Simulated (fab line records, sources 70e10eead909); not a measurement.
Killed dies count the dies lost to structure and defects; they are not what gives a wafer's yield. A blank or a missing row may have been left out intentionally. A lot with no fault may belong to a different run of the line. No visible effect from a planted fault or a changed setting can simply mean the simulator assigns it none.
Chamber matching / flow nand harc / NHARC_A_CHANNEL_FILL_D2_ETCHBACK_20 on rie diel-04 has 4 sister chambers
The step etches the open film in C4F8/O2/Ar, target depth 27 nm, time 13.5 s. 4 wafers are shown with their chamber, then 10 later ones without.

WAFERS, EACH WITH ITS CHAMBER
wafer=L078.2; chamber=0; rf vpp V (V)=970
wafer=L087.1; chamber=3; rf vpp V (V)=989
wafer=L088.2; chamber=2; rf vpp V (V)=976
wafer=L088.3; chamber=1; rf vpp V (V)=977

WAFERS WITH NO CHAMBER GIVEN
wafer=L088.6; rf vpp V (V)=971
wafer=L090.1; rf vpp V (V)=971
wafer=L090.2; rf vpp V (V)=977
wafer=L090.3; rf vpp V (V)=976
wafer=L093.4; rf vpp V (V)=970
wafer=L093.5; rf vpp V (V)=970
wafer=L093.6; rf vpp V (V)=976
wafer=L096.1; rf vpp V (V)=975
wafer=L096.2; rf vpp V (V)=971
wafer=L096.5; rf vpp V (V)=975

THE CHAMBER EACH PASSED THROUGH
wafer=L088.6; from the rows above=0; in truth=0
wafer=L090.1; from the rows above=0; in truth=0
wafer=L090.2; from the rows above=can't be placed: 1 or 2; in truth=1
wafer=L090.3; from the rows above=can't be placed: 2 or 1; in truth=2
wafer=L093.4; from the rows above=0; in truth=0
wafer=L093.5; from the rows above=0; in truth=0
wafer=L093.6; from the rows above=can't be placed: 2 or 1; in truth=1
wafer=L096.1; from the rows above=can't be placed: 2 or 1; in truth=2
wafer=L096.2; from the rows above=0; in truth=0
wafer=L096.5; from the rows above=can't be placed: 2 or 1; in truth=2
Correctly placed: 5 of 10. Can't be placed from these rows: 5 (the true chamber is among the candidates in 5). Number placed wrongly: 0.
How it was worked out, from the rows above alone: a wafer's distance from a chamber is the root of the sum, over the readings, of the square of ((its reading less the chamber's mean) divided by the reading's scatter). The wafer belongs to the nearest chamber; if the next one is less than 2 further off, it can't be placed. The mean given for a chamber averages the wafers shown for that chamber. The scatter (one wafer shown for each chamber): square how far every hidden wafer sits from the nearest shown wafer, average those squares and take the square root.
